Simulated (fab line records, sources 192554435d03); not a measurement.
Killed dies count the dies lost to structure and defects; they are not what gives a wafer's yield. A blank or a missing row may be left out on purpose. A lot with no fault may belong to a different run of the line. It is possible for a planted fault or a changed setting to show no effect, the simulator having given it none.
fab line records | flow n5_finfet
record: lots: 24 wafers: 72 last_day: 17
route steps=1938 shown BEOL_M10@1491 BEOL_M11@1540
lots that met no fault: from a run of the same line without faults
start_h: hours from the record's first day to the start of the lot's first wafer shown | wait_h: hours elapsed since this lot's preceding step | " unchanged from the row above | L1.1+2: one row covering several wafers at once | - no value, or no start was given | * or withheld: withheld | < > ~ a bound
route shown NAME@n: names a module that has steps shown in the file, with the first one's number in the route | usual: mean/standard deviation of fault-free wafers | same: alike in all rows | chamber/n: place in a boat | sites: each site's reading | _std_site: standard deviation across them | _edge_site: the outer-site mean with the inner-site mean subtracted | radius_mm: how far each site lies from the wafer's centre | mask NAME#n: copy n | behind: the last tool/chamber to shape the wafer | hold: why the lot went on hold/how many hours it stayed there/how the hold came to an end | device: the n, p or np transistor that did not switch | end of line: tests run on the same wafers once the route is complete | a step without rows: its recipe alone | killed: at the first sort, the dies lost to defects and structure; wafer yield is something else | map: a wafer's dies, marking killed ones x, the rest . and places with no die _
set.NAME: setting as actually run; set.NAME@STEP: the setting as run at that earlier step | model.NAME: the simulator's own value behind a step, which no gauge read
route steps across a sampled set of lots; one table per step, one row per wafer
services: a tool's chamber out of use, with start hour (start_h, from the record's first day; less than 0 if before it), hours out, and reason
== steps ==
step: N5_BEOL_M10_HM_OPEN_17
recipe: chemistry: Cl2/BCl3 target_depth_a: 200 overetch_a: 60 target: TiN mask_material: SOC ion_energy_ev: 150 pressure_mtorr: 10 icp_w: 1000 bias_w: 126 Cl2_flow_sccm: 53.25 bcl3_flow_sccm: 21.75 Ar_flow_sccm: 25
usual: chamber_pressure_mTorr: 10.000/0.0083 drypump_motor_current_A: 5.8/0.41 oes_product_au: 0.69/0.054 throttle_valve_pct: 21.94/0.12
columns lot.wafer tool chamber start_h wait_h chamber_pressure_mTorr drypump_motor_current_A oes_product_au rf_hours_counter_h throttle_valve_pct
L076.1 rie_metal-02 1 218.09 0.0 10.019 5.8 0.72 18 21.97
L076.3 " 0 " " 9.997 6.6 0.72 - 21.78
L076.5 " 0 " " 10.006 6.6 0.72 - 21.77
L074.2 rie_metal-01 1 227.09 0.0 10.008 5.6 0.78 4 21.90
L074.3 " 1 " " 9.997 5.5 0.78 - 21.91
L074.5 " 0 " " 9.988 5.8 0.63 - 21.96
L075.1 rie_metal-03 0 228.03 0.0 10.000 5.4 0.73 21 21.86
L075.3 " 0 " " 9.984 5.3 0.72 - 21.89
L075.5 " 1 " " 9.994 5.6 0.54 - 22.40
L077.1 rie_metal-02 1 245.89 0.0 9.995 5.8 0.71 21 21.98
L077.3 " 1 " " 10.010 5.8 0.71 - 21.98
L077.6 " 1 " " 9.996 5.8 0.72 - 21.96
L078.1 rie_metal-02 0 249.06 0.0 9.985 6.6 0.70 31 21.80
L078.3 " 1 " " 10.006 5.8 0.70 - 21.96
L078.6 " 1 " " 10.004 5.8 0.71 - 21.98
L081.2 rie_metal-01 0 250.95 0.0 10.001 5.9 0.63 57 21.96
L081.3 " 1 " " 10.002 5.5 0.77 - 21.93
L081.5 " 1 " " 10.007 5.5 0.76 - 21.93
L079.1 rie_metal-03 1 253.82 0.0 9.988 5.6 0.53 121 22.42
L079.3 " 1 " " 9.998 5.7 0.54 - 22.42
L079.6 " 1 " " 10.001 5.6 0.53 - 22.42
L080.1 rie_metal-02 1 256.77 0.0 9.994 5.8 0.71 22 21.97
L080.3 " 0 " " 9.993 6.6 0.69 - 21.79
L080.5 " 0 " " 10.005 6.6 0.70 - 21.80
L082.1 rie_metal-01 0 273.61 0.1 10.005 5.8 0.62 60 21.96
L082.2 " 1 " " 10.004 5.6 0.75 8 21.94
L082.3 " 0 " " 9.996 5.9 0.62 - 21.96
L084.2 rie_metal-03 0 280.16 0.1 10.010 5.4 0.72 - 21.87
L084.3 " 0 " " 10.005 5.4 0.72 - 21.88
L084.5 " 0 " " 9.988 5.3 0.72 - 21.87
L083.2 rie_metal-03 0 281.24 0.1 9.994 5.3 0.72 - 21.86
L083.4 " 0 " " 10.003 5.3 0.72 - 21.87
L083.5 " 0 " " 10.005 5.4 0.72 - 21.86
L085.3 rie_metal-01 1 282.70 0.1 10.009 5.6 0.74 - 21.93
L085.4 " 1 " " 9.998 5.6 0.73 - 21.94
L085.6 " 1 " " 10.000 5.6 0.74 - 21.94
L086.1 rie_metal-03 0 286.00 0.0 9.995 5.3 0.70 27 21.89
L086.3 " 0 " " 10.011 5.3 0.71 - 21.88
L086.4 " 0 " " 10.011 5.3 0.72 - 21.86
L087.1 rie_metal-01 0 295.45 0.0 9.982 5.9 0.62 61 21.95
L087.3 " 1 " " 9.996 5.6 0.76 - 21.92
L087.6 " 1 " " 10.004 5.6 0.75 - 21.94
L089.4 rie_metal-01 0 298.78 0.1 9.986 5.9 0.61 - 21.97
L089.5 " 1 " " 10.005 5.6 0.73 - 21.96
L089.6 " 0 " " 10.010 5.9 0.61 - 21.97
L088.1 rie_metal-03 0 302.34 0.0 10.003 5.3 0.70 30 21.93
L088.3 " 0 " " 9.999 5.4 0.70 - 21.92
L088.5 " 0 " " 10.013 5.4 0.69 - 21.89
L090.1 rie_metal-01 0 303.47 0.0 10.006 5.9 0.62 62 21.97
L090.2 " 1 " " 9.988 5.6 0.75 11 21.94
L090.5 " 0 " " 10.012 5.8 0.62 - 21.97
L091.2 rie_metal-02 0 312.27 0.0 10.003 6.6 0.69 37 21.82
L091.3 " 1 " " 10.002 5.8 0.69 - 21.97
L091.4 " 0 " " 10.001 6.6 0.69 - 21.79
L093.2 rie_metal-02 1 332.94 0.0 9.995 5.8 0.69 29 22.00
L093.4 " 0 " " 9.992 6.6 0.68 - 21.83
L093.5 " 0 " " 10.017 6.6 0.68 - 21.80
L092.2 rie_metal-01 1 335.21 0.0 10.010 5.6 0.73 14 21.94
L092.5 " 1 " " 9.991 5.6 0.73 - 21.93
L092.6 " 0 " " 9.996 5.8 0.61 - 21.99
L094.1 rie_metal-02 1 343.21 0.0 9.997 5.8 0.68 30 22.02
L094.4 " 1 " " 10.000 5.8 0.67 - 22.01
L094.6 " 1 " " 10.002 5.8 0.68 - 22.02
L095.1 rie_metal-01 0 343.84 0.0 10.015 5.9 0.61 66 21.99
L095.3 " 0 " " 10.015 5.8 0.62 - 21.95
L095.4 " 1 " " 10.007 5.5 0.73 - 21.93
L096.1 rie_metal-01 1 347.21 0.0 10.003 5.6 0.71 16 21.96
L096.3 " 0 " " 10.000 5.8 0.60 - 22.00
L096.4 " 1 " " 10.014 5.6 0.72 - 21.95
L097.2 rie_metal-02 1 347.70 0.0 10.003 5.8 0.68 30 22.00
L097.5 " 1 " " 9.992 5.8 0.68 - 22.00
L097.6 " 0 " " 9.989 6.6 0.67 - 21.82
step: N5_BEOL_M10_OVL_MEAS_29
recipe: points_per_wafer: 44
usual: V9_OVL: 0.4/0.73
columns lot.wafer tool chamber start_h wait_h V9_OVL[nm]
L076.1 overlay-01 0 220.09 0.0 1.1
L076.3 " 0 " " 1.3
L076.5 " 0 " " 0.2
L074.2 overlay-02 0 229.63 0.0 -0.6
L074.3 " 0 " " 0.3
L074.5 " 0 " " -0.3
L075.1 overlay-02 0 229.79 0.0 0.4
L075.3 " 0 " " 0.1
L075.5 " 0 " " 0.9
L077.1 overlay-02 0 246.51 0.0 0.2
L077.3 " 0 " " 1.0
L077.6 " 0 " " 0.5
L078.1 overlay-02 0 249.82 0.0 0.9
L078.3 " 0 " " 1.1
L078.6 " 0 " " -0.3
L081.2 overlay-02 0 251.58 0.0 0.4
L081.3 " 0 " " 0.1
L081.5 " 0 " " 0.2
L079.1 overlay-01 0 255.13 0.0 0.6
L079.3 " 0 " " -0.9
L079.6 " 0 " " -0.1
L080.1 overlay-02 0 258.30 0.0 -0.1
L080.3 " 0 " " 0.1
L080.5 " 0 " " -0.4
L082.1 overlay-02 0 274.11 0.0 0.4
L082.2 " 0 " " 1.0
L082.3 " 0 " " 0.4
L084.2 overlay-02 0 280.95 0.0 0.6
L084.3 " 0 " " 1.5
L084.5 " 0 " " 1.3
L083.2 overlay-02 0 281.97 0.0 1.3
L083.4 " 0 " " 0.3
L083.5 " 0 " " 0.4
L085.3 overlay-01 0 283.35 0.0 1.9
L085.4 " 0 " " 0.3
L085.6 " 0 " " 0.6
L086.1 overlay-01 0 286.59 0.0 0.5
L086.3 " 0 " " 0.2
L086.4 " 0 " " 1.1
L087.1 overlay-02 0 297.42 0.0 0.4
L087.3 " 0 " " 1.1
L087.6 " 0 " " 0.5
L089.4 overlay-02 0 300.35 0.0 -1.4
L089.5 " 0 " " 0.0
L089.6 " 0 " " -0.7
L088.1 overlay-01 0 303.32 0.0 2.1
L088.3 " 0 " " 0.9
L088.5 " 0 " " 1.8
L090.1 overlay-02 0 305.67 0.0 1.1
L090.2 " 0 " " -0.2
L090.5 " 0 " " 0.9
L091.2 overlay-01 0 313.54 0.0 0.3
L091.3 " 0 " " 2.0
L091.4 " 0 " " -0.2
L093.2 overlay-01 0 333.54 0.0 1.1
L093.4 " 0 " " 0.5
L093.5 " 0 " " 2.0
L092.2 overlay-01 0 336.09 0.0 -0.8
L092.5 " 0 " " -1.1
L092.6 " 0 " " -0.5
L095.1 overlay-01 0 344.47 0.0 -0.4
L095.3 " 0 " " 0.3
L095.4 " 0 " " 0.2
L094.1 overlay-01 0 344.64 0.0 1.0
L094.4 " 0 " " 1.8
L094.6 " 0 " " 0.7
L096.1 overlay-02 0 348.66 0.0 0.2
L096.3 " 0 " " 0.1
L096.4 " 0 " " -0.8
L097.2 overlay-01 0 348.83 0.0 -0.2
L097.5 " 0 " " 0.6
L097.6 " 0 " " -0.2
step: N5_BEOL_M10_ETCH_65
recipe: chemistry: CF4 target: SiARC target_depth_a: 390 mask_material: CAR-ArF time_s: 65 ion_energy_ev: 80 pressure_mtorr: 40 source_w: 545 bias_w: 36 Ar_flow_sccm: 100 cf4_flow_sccm: 100 ends: cleared
usual: chamber_pressure_mTorr: 40.00/0.034 drypump_motor_current_A: 5.6/0.58 etch_rf_on_time_s: 64.6/1.9 oes_product_au: 0.70/0.081 rf_vpp_V: 184.4/1 showerhead_plenum_p_Torr: 2.17/0.071 throttle_valve_pct: 15.63/0.18
columns lot.wafer tool chamber start_h wait_h chamber_pressure_mTorr drypump_motor_current_A etch_rf_on_time_s oes_product_au rf_hours_counter_h rf_vpp_V showerhead_plenum_p_Torr throttle_valve_pct
L076.1 rie_diel-04 2 220.63 0.0 40.04 5.6 64.8 0.79 15 183.1 2.09 15.42
L076.3 " 0 " " 40.03 6.7 63.3 0.63 199 184.5 2.22 15.74
L076.5 " 0 " " 40.03 6.7 63.3 0.63 - 184.3 2.21 15.73
L074.2 rie_diel-06 2 229.74 0.0 39.95 5.1 66.0 0.66 108 185.8 2.28 15.54
L074.3 " 1 " " 39.96 4.8 64.9 0.60 226 183.2 2.11 15.85
L074.5 " 2 " " 40.02 5.1 66.6 0.65 - 185.0 2.28 15.52
L075.1 rie_diel-05 0 229.89 0.0 40.03 4.8 60.6 0.87 6 185.7 2.28 15.44
L075.3 " 1 " " 40.01 5.4 62.9 0.80 16 186.7 2.26 15.56
L075.5 " 1 " " 39.96 5.3 62.7 0.80 - 185.6 2.26 15.55
L077.1 rie_diel-06 0 246.89 0.0 39.96 6.2 63.8 0.84 5 181.6 2.10 15.57
L077.3 " 3 " " 40.01 5.8 65.6 0.65 122 184.1 2.15 15.62
L077.6 " 0 " " 40.06 6.2 63.4 0.82 - 183.6 2.10 15.57
L078.1 rie_diel-04 3 249.91 0.0 40.00 6.2 66.0 0.64 151 183.4 2.07 15.94
L078.3 " 2 " " 40.02 5.7 66.5 0.77 27 183.6 2.08 15.42
L078.6 " 0 " " 39.98 6.7 64.9 0.61 - 184.8 2.21 15.77
L081.2 rie_diel-06 3 251.67 0.0 40.05 5.8 65.6 0.65 124 184.1 2.15 15.63
L081.3 " 1 " " 39.96 4.8 64.7 0.60 235 181.9 2.11 15.86
L081.5 " 3 " " 40.07 5.8 65.8 0.65 - 184.5 2.15 15.64
L079.1 rie_diel-06 1 255.32 0.0 40.02 4.8 66.3 0.58 236 184.5 2.10 15.84
L079.3 " 3 " " 40.02 5.9 66.4 0.65 125 184.1 2.15 15.63
L079.6 " 2 " " 39.97 5.1 66.9 0.64 - 185.2 2.27 15.55
L080.1 rie_diel-04 1 258.39 0.0 40.05 5.8 62.0 0.83 7 184.8 2.19 15.75
L080.3 " 0 " " 40.00 6.7 65.5 0.61 213 185.2 2.21 15.76
L080.5 " 3 " " 40.00 6.2 66.1 0.63 - 182.9 2.07 15.96
L082.1 rie_diel-04 1 274.29 0.0 39.92 5.9 62.2 0.81 11 184.0 2.19 15.74
L082.2 " 3 " " 40.05 6.2 66.3 0.63 159 184.0 2.06 15.93
L082.3 " 0 " " 40.03 6.7 65.4 0.61 218 184.8 2.21 15.77
L084.2 rie_diel-06 1 281.14 0.0 39.97 4.8 64.8 0.59 244 184.7 2.10 15.89
L084.3 " 3 " " 40.00 5.9 65.3 0.65 134 183.7 2.14 15.66
L084.5 " 2 " " 39.92 5.1 65.9 0.64 - 186.7 2.27 15.56
L083.2 rie_diel-05 0 282.07 0.0 39.99 4.8 60.0 0.82 29 184.8 2.27 15.51
L083.4 " 0 " " 39.92 4.8 59.4 0.82 - 186.5 2.27 15.50
L083.5 " 2 " " 40.02 5.3 63.9 0.70 - 185.3 2.14 15.23
L085.3 rie_diel-04 0 283.45 0.0 39.97 6.7 65.5 0.61 221 184.7 2.21 15.78
L085.4 " 3 " " 39.98 6.2 66.3 0.62 162 184.4 2.06 15.95
L085.6 " 1 " " 39.97 5.9 61.8 0.81 - 185.0 2.19 15.75
L086.1 rie_diel-06 2 286.86 0.0 39.99 5.1 66.0 0.63 128 184.9 2.27 15.58
L086.3 " 1 " " 40.02 4.8 65.6 0.58 246 183.5 2.10 15.87
L086.4 " 0 " " 39.95 6.2 64.6 0.78 19 183.7 2.10 15.60
L087.1 rie_diel-05 0 297.71 0.0 40.00 4.8 60.3 0.80 36 185.1 2.27 15.52
L087.3 " 1 " " 40.04 5.3 62.4 0.76 46 185.9 2.25 15.63
L087.6 " 0 " " 39.98 4.8 60.1 0.80 - 185.2 2.27 15.52
L089.4 rie_diel-06 1 300.45 0.0 39.99 4.8 65.5 0.58 250 185.3 2.10 15.87
L089.5 " 1 " " 39.96 4.8 65.0 0.58 - 183.0 2.10 15.89
L089.6 " 0 " " 39.97 6.2 63.9 0.78 - 183.2 2.10 15.60
L088.1 rie_diel-04 2 303.97 0.0 39.97 5.7 67.6 0.73 46 183.6 2.07 15.46
L088.3 " 3 " " 39.93 6.3 67.2 0.61 169 183.7 2.06 15.95
L088.5 " 2 " " 39.97 5.7 67.3 0.73 - 184.3 2.07 15.46
L090.1 rie_diel-06 0 305.76 0.0 40.02 6.2 64.5 0.77 25 182.7 2.10 15.61
L090.2 " 2 " " 39.95 5.1 65.7 0.64 135 185.9 2.27 15.60
L090.5 " 2 " " 40.00 5.1 66.0 0.63 - 186.1 2.27 15.59
L091.2 rie_diel-05 2 314.57 0.0 40.03 5.3 65.0 0.68 106 183.7 2.14 15.27
L091.3 " 1 " " 40.00 5.3 61.9 0.75 - 185.1 2.25 15.64
L091.4 " 2 " " 40.02 5.3 64.9 0.68 - 184.7 2.14 15.27
L093.2 rie_diel-05 1 333.66 0.0 40.00 5.3 62.3 0.74 65 183.4 2.24 15.63
L093.4 " 1 " " 40.04 5.3 62.2 0.74 - 184.2 2.24 15.66
L093.5 " 2 " " 40.04 5.3 65.9 0.66 - 184.1 2.14 15.29
L092.2 rie_diel-04 1 336.19 0.0 39.98 5.9 62.4 0.77 37 185.7 2.18 15.80
L092.5 " 0 " " 40.01 6.7 66.0 0.59 - 185.1 2.20 15.80
L092.6 " 1 " " 40.04 5.8 62.1 0.77 - 183.8 2.18 15.79
L095.1 rie_diel-06 3 344.56 0.0 39.97 5.9 65.2 0.64 163 184.1 2.13 15.71
L095.3 " 2 " " 39.98 5.1 64.7 0.63 155 184.0 2.26 15.64
L095.4 " 2 " " 40.01 5.1 64.9 0.63 - 184.9 2.26 15.62
L094.1 rie_diel-04 0 344.73 0.0 39.97 6.7 66.0 0.59 244 184.2 2.20 15.83
L094.4 " 3 " " 40.05 6.2 67.0 0.60 185 183.3 2.06 16.00
L094.6 " 1 " " 40.04 5.9 62.0 0.77 - 184.7 2.18 15.80
L096.1 rie_diel-06 1 349.30 0.0 39.99 4.8 63.9 0.79 14 183.8 2.10 15.41
L096.3 " 3 " " 39.98 5.8 66.0 0.62 166 183.7 2.13 15.72
L096.4 " 1 " " 40.00 4.8 64.3 0.79 - 183.8 2.10 15.44
L097.2 rie_diel-05 1 349.54 0.0 39.98 5.3 63.3 0.72 72 185.9 2.24 15.68
L097.5 " 1 " " 39.97 5.3 63.2 0.72 - 186.3 2.24 15.68
L097.6 " 2 " " 39.97 5.3 65.7 0.66 - 184.2 2.13 15.30
step: N5_BEOL_M10_SURFACE_TREAT_76
recipe: gas: Ar time_s: * ion_energy_ev: * ion_current_ma_cm2: 0.5 pressure_mtorr: * ar_flow_sccm: 30
usual: ar_flow_sccm: 30.01/0.081 throttle_valve_pct: *
columns lot.wafer tool chamber start_h wait_h ar_flow_sccm throttle_valve_pct
L076.1 pvd_sputter-03 - 223.81 0.3 29.95 *
L076.3 " - " " 29.92 *
L076.5 " - " " 29.93 *
L074.2 pvd_sputter-03 - 231.48 0.2 30.00 *
L074.3 " - " " 30.14 *
L074.5 " - " " 30.06 *
L075.1 pvd_sputter-03 - 231.60 0.2 30.11 *
L075.3 " - " " 30.00 *
L075.5 " - " " 29.85 *
L077.1 pvd_sputter-01 - 249.08 0.2 30.05 *
L077.3 " - " " 30.01 *
L077.6 " - " " 30.03 *
L078.1 pvd_sputter-01 - 251.96 0.2 29.92 *
L078.3 " - " " 30.01 *
L078.6 " - " " 30.13 *
L081.2 pvd_sputter-01 - 253.30 0.2 30.15 *
L081.3 " - " " 30.00 *
L081.5 " - " " 30.23 *
L079.1 pvd_sputter-03 - 257.00 0.3 29.99 *
L079.3 " - " " 29.90 *
L079.6 " - " " 29.98 *
L080.1 pvd_sputter-02 - 260.24 0.2 30.12 *
L080.3 " - " " 30.06 *
L080.5 " - " " 29.98 *
L082.1 pvd_sputter-03 - 275.74 0.2 30.06 *
L082.2 " - " " 29.92 *
L082.3 " - " " 30.10 *
L084.2 pvd_sputter-02 - 282.56 0.2 29.93 *
L084.3 " - " " 29.93 *
L084.5 " - " " 30.04 *
L083.2 pvd_sputter-01 - 284.22 0.2 29.86 *
L083.4 " - " " 30.05 *
L083.5 " - " " 30.02 *
L085.3 pvd_sputter-01 - 286.58 1.7 30.13 *
L085.4 " - " " 29.90 *
L085.6 " - " " 29.92 *
L086.1 pvd_sputter-03 - 288.53 0.3 30.04 *
L086.3 " - " " 29.96 *
L086.4 " - " " 30.10 *
L087.1 pvd_sputter-03 - 299.15 0.2 29.96 *
L087.3 " - " " 29.92 *
L087.6 " - " " 29.96 *
L089.4 pvd_sputter-01 - 302.37 0.2 30.13 *
L089.5 " - " " 30.07 *
L089.6 " - " " 29.95 *
L088.1 pvd_sputter-03 - 305.57 0.2 30.06 *
L088.3 " - " " 29.90 *
L088.5 " - " " 30.12 *
L090.1 pvd_sputter-01 - 307.61 0.2 29.99 *
L090.2 " - " " 30.08 *
L090.5 " - " " 30.01 *
L091.2 pvd_sputter-01 - 317.46 0.2 30.02 *
L091.3 " - " " 29.91 *
L091.4 " - " " 29.90 *
L093.2 pvd_sputter-03 - 336.66 1.6 30.04 *
L093.4 " - " " 30.04 *
L093.5 " - " " 30.10 *
L092.2 pvd_sputter-01 - 337.75 0.3 30.02 *
L092.5 " - " " 29.96 *
L092.6 " - " " 29.93 *
L095.1 pvd_sputter-01 - 346.43 0.2 29.94 *
L095.3 " - " " 30.02 *
L095.4 " - " " 29.95 *
L094.1 pvd_sputter-03 - 346.63 0.2 30.04 *
L094.4 " - " " 29.98 *
L094.6 " - " " 29.99 *
L096.1 pvd_sputter-01 - 351.33 0.6 29.97 *
L096.3 " - " " 30.09 *
L096.4 " - " " 29.92 *
L097.2 pvd_sputter-01 - 352.07 0.2 29.91 *
L097.5 " - " " 30.01 *
L097.6 " - " " 30.00 *
step: N5_BEOL_M10_THK_MEAS_53
recipe: thk_meas_gauge: xrf reads: Cu_of_BEOL_M10_ECD_50
usual: M10_THK: 142/3.1
columns lot.wafer tool chamber start_h wait_h M10_THK[nm]
L076.1 film_metro-01 - 225.08 - 139
L076.3 " - " " 141
L076.5 " - " " 141
L074.2 film_metro-02 - 232.90 - 138
L074.3 " - " " 138
L074.5 " - " " 136
L075.1 film_metro-01 - 233.02 - 150
L075.3 " - " " 142
L075.5 " - " " 145
L077.1 film_metro-02 - 250.33 - 143
L077.3 " - " " 142
L077.6 " - " " 142
L078.1 film_metro-02 - 253.13 - 142
L078.3 " - " " 142
L078.6 " - " " 140
L081.2 film_metro-02 - 254.42 - 142
L081.3 " - " " 136
L081.5 " - " " 142
L079.1 film_metro-01 - 258.83 - 137
L079.3 " - " " 142
L079.6 " - " " 140
L080.1 film_metro-01 - 261.23 - 145
L080.3 " - " " 141
L080.5 " - " " 142
L082.1 film_metro-02 - 277.00 - 144
L082.2 " - " " 138
L082.3 " - " " 144
L084.2 film_metro-02 - 284.46 - 137
L084.3 " - " " 141
L084.5 " - " " 142
L083.2 film_metro-02 - 285.50 - 147
L083.4 " - " " 148
L083.5 " - " " 142
L085.3 film_metro-01 - 287.79 - 139
L085.4 " - " " 139
L085.6 " - " " 143
L086.1 film_metro-01 - 290.14 - 141
L086.3 " - " " 141
L086.4 " - " " 146
L087.1 film_metro-02 - 300.20 - 147
L087.3 " - " " 142
L087.6 " - " " 148
L089.4 film_metro-02 - 303.76 - 138
L089.5 " - " " 137
L089.6 " - " " 140
L088.1 film_metro-02 - 307.62 - 141
L088.3 " - " " 139
L088.5 " - " " 142
L090.1 film_metro-02 - 309.18 - 141
L090.2 " - " " 142
L090.5 " - " " 141
L091.2 film_metro-02 - 318.49 - 139
L091.3 " - " " 143
L091.4 " - " " 141
L093.2 film_metro-01 - 338.18 - 145
L093.4 " - " " 147
L093.5 " - " " 144
L092.2 film_metro-01 - 339.36 - 145
L092.5 " - " " 141
L092.6 " - " " 145
L095.1 film_metro-01 - 347.64 - 141
L095.3 " - " " 142
L095.4 " - " " 143
L094.1 film_metro-02 - 348.11 - 137
L094.4 " - " " 135
L094.6 " - " " 141
L096.1 film_metro-01 - 352.86 - 140
L096.3 " - " " 139
L096.4 " - " " 139
L097.2 film_metro-02 - 353.50 - 149
L097.5 " - " " 145
L097.6 " - " " 146
step: N5_BEOL_M11_HM_DEP_02
recipe: material: TiN target_thk_a: 200 temp_c: 25 chamber_pressure_pa: 0.49996
usual: susceptor_temp_C: 25.00/0.098 throttle_valve_pct: 30.6/1.2
columns lot.wafer tool chamber start_h wait_h susceptor_temp_C throttle_valve_pct
L076.1 pvd_sputter-03 - 226.78 0.9 25.15 30.9
L076.3 " - " " 24.78 28.0
L076.5 " - " " 25.11 30.8
L075.1 pvd_sputter-01 - 234.55 0.7 24.98 30.2
L075.3 " - " " 25.04 30.7
L075.5 " - " " 25.01 31.0
L074.2 pvd_sputter-02 - 234.79 0.6 25.07 30.9
L074.3 " - " " 24.97 31.9
L074.5 " - " " 24.76 30.5
L077.1 pvd_sputter-01 - 252.44 1.0 24.98 30.9
L077.3 " - " " 25.18 30.8
L077.6 " - " " 24.97 30.8
L078.1 pvd_sputter-03 - 255.98 2.0 24.81 27.8
L078.3 " - " " 24.99 30.7
L078.6 " - " " 24.96 31.3
L081.2 pvd_sputter-02 - 256.40 0.7 24.78 30.7
L081.3 " - " " 25.02 31.8
L081.5 " - " " 25.02 31.0
L079.1 pvd_sputter-01 - 260.24 0.1 24.99 30.6
L079.3 " - " " 25.06 30.9
L079.6 " - " " 25.08 30.7
L080.1 pvd_sputter-03 - 265.16 3.1 25.01 31.2
L080.3 " - " " 24.93 31.2
L080.5 " - " " 25.01 30.9
L082.1 pvd_sputter-02 - 279.57 1.5 25.08 31.8
L082.2 " - " " 25.20 31.1
L082.3 " - " " 24.97 31.0
L084.2 pvd_sputter-03 - 286.63 1.3 24.98 31.3
L084.3 " - " " 24.94 31.2
L084.5 " - " " 25.16 31.3
L083.2 pvd_sputter-03 - 287.03 0.5 25.13 30.9
L083.4 " - " " 25.11 30.6
L083.5 " - " " 25.05 30.8
L085.3 pvd_sputter-01 - 289.26 0.6 25.00 30.8
L085.4 " - " " 25.06 28.2
L085.6 " - " " 24.94 28.0
L086.1 pvd_sputter-01 - 293.38 2.4 25.23 30.8
L086.3 " - " " 25.12 27.9
L086.4 " - " " 24.91 30.7
L087.1 pvd_sputter-01 - 302.03 0.9 25.02 30.6
L087.3 " - " " 24.99 30.4
L087.6 " - " " 24.99 30.3
L089.4 pvd_sputter-03 - 305.61 0.9 25.11 27.9
L089.5 " - " " 24.98 30.8
L089.6 " - " " 24.99 27.9
L088.1 pvd_sputter-02 - 308.95 0.5 24.96 32.5
L088.3 " - " " 25.01 30.8
L088.5 " - " " 25.00 31.1
L090.1 pvd_sputter-02 - 311.25 1.2 25.07 32.6
L090.2 " - " " 25.12 31.0
L090.5 " - " " 24.99 31.0
L091.2 pvd_sputter-02 - 320.01 0.7 24.83 32.6
L091.3 " - " " 25.02 30.8
L091.4 " - " " 25.01 30.9
L093.2 pvd_sputter-01 - 340.08 1.1 25.02 30.8
L093.4 " - " " 24.97 30.3
L093.5 " - " " 24.97 30.3
L092.2 pvd_sputter-01 - 342.44 2.2 25.06 30.7
L092.5 " - " " 25.07 30.5
L092.6 " - " " 25.02 30.5
L095.1 pvd_sputter-02 - 349.54 1.0 24.88 30.8
L095.3 " - " " 24.98 30.9
L095.4 " - " " 25.09 32.8
L094.1 pvd_sputter-02 - 349.74 0.8 25.27 31.1
L094.4 " - " " 24.93 31.7
L094.6 " - " " 24.92 32.9
L096.1 pvd_sputter-03 - 357.00 3.3 24.97 27.8
L096.3 " - " " 25.07 31.2
L096.4 " - " " 25.04 30.7
L097.2 pvd_sputter-03 - 357.48 3.1 24.97 30.9
L097.5 " - " " 24.99 31.2
L097.6 " - " " 25.12 31.0
== services ==
columns tool chamber start_h hours kind
rie_diel-06 0 197.25 - clean
rie_diel-06 0 197.25 - consumable_replace:focus_ring
rie_diel-06 0 197.25 35.3 scheduled_down
rie_diel-06 0 197.25 35.3 vent_cycle
rie_diel-04 1 214.39 - clean
rie_diel-04 1 214.39 - consumable_replace:focus_ring
rie_diel-04 1 214.39 16.8 scheduled_down
rie_diel-04 1 214.39 16.8 vent_cycle
rie_metal-03 - 228.42 2.8 pm
rie_diel-04 1 235.62 8.8 repair
rie_diel-05 3 239.05 115.1 repair
rie_metal-03 - 264.48 1.2 repair
rie_metal-03 0 269.77 1.1 repair
rie_metal-01 0 279.32 6.2 repair
rie_diel-06 1 300.87 - clean
rie_diel-06 1 300.87 - consumable_replace:focus_ring
rie_diel-06 1 300.87 19.6 scheduled_down
rie_diel-06 1 300.87 19.6 vent_cycle
pvd_sputter-02 - 321.23 1.2 repair
pvd_sputter-01 - 330.79 2.4 repair
rie_diel-06 0 336.10 14.8 repair
rie_metal-02 - 339.41 0.4 repair
rie_diel-05 0 345.00 5.6 repair
rie_metal-01 0 351.79 6.4 repair
== key ==
fault none
